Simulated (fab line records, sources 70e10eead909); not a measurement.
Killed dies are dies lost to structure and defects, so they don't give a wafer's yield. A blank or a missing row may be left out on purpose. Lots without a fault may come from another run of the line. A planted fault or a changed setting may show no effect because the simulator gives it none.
Problem report in the 8D (eight disciplines) form, filled by code | flow nand_harc | the parts of the form that need people (team, actions taken, sign-off) are left out

1. THE PROBLEM
oes_product_au at NHARC_THIN_TSV_ETCH_36 reads a mean of 0.841 a.u. on 2 wafers of 2 lots; wafers without a fault read 0.999 a.u. with a standard deviation of 0.0077. That is -21 standard deviations from the usual mean.
The step: etches the open film in Cl2/BCl3, target depth 65 nm, time 18.571 s.
First seen on wafer L904.5, day 20 15:11, on rie_metal-01. The record holds 36 wafers of 12 lots with a number at this step. Rule for "out", or "out of limits": more than 4 standard deviations from the usual mean. The other wafers with a number count as sound.

2. WHAT IT IS AND WHAT IT IS NOT
question                    | is                | is not
which readings at this step | oes_product_au    | drypump_motor_current_A
which lots                  | L904, L908        | L899, L900, L912, L913, L915, L916, L917, L919, L921, L922
which wafers of those lots  | L904.5, L908.5    | L904.1, L904.6, L908.1, L908.3
read on which tools         | rie_metal-01      | rie_metal-02, rie_metal-03
when                        | from day 20 15:11 | up to then (8 sound wafers); but 26 sound wafers of L908, L912, L913, L915, L916, L917, L919, L921, L922 came after

3. SUSPECTS, AND WHAT RULES EACH OUT
Counting: a tool at a process step up to the reading stays a suspect if it ran every lot that is out. Sound lots after the first of them don't rule it out here, since some wafers of a struck lot are sound.
- pvd_sputter-01 at NHARC_THIN_TSV_DEGAS_53 (time 60 s): kept. It ran every lot that is out, first L904 (day 20 13:29).
- rie_metal-01 at NHARC_THIN_TSV_ETCH_36 (etches the open film in Cl2/BCl3, target depth 65 nm, time 18.571 s): kept. It ran every lot that is out, first L904 (day 20 15:11). Its own readings are out on those wafers: oes_product_au.
Left after counting: pvd_sputter-01 at NHARC_THIN_TSV_DEGAS_53, rie_metal-01 at NHARC_THIN_TSV_ETCH_36.

4. THE CAUSE (what the simulator had put in)
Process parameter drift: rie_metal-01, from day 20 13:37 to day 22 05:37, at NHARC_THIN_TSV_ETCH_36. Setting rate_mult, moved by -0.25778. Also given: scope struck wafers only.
Counting left 2 suspects, and this tool is among them.

5. THE CHAIN OF EFFECTS, in route order
Each row: a reading whose mean over the struck wafers that have a number lies more than 3 standard deviations from the usual. Only readings for which the record gives a usual standard deviation are gone through. hours: the time from each lot's start at the first step in this table that gives one to its start at this step, as a median over the lots. sigmas: the change in usual standard deviations.
hours | step                   | reading        | usual      | on struck wafers | change | sigmas
0     | NHARC_THIN_TSV_ETCH_36 | oes_product_au | 0.999 a.u. | 0.841            | -0.158 | -21
The process steps in it:
- NHARC_THIN_TSV_ETCH_36: etches the open film in Cl2/BCl3, target depth 65 nm, time 18.571 s.

6. WHAT WOULD HAVE CAUGHT IT SOONER
In this record the first reading out of limits was taken at day 20 15:11, 2 hours after the fault began at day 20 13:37.
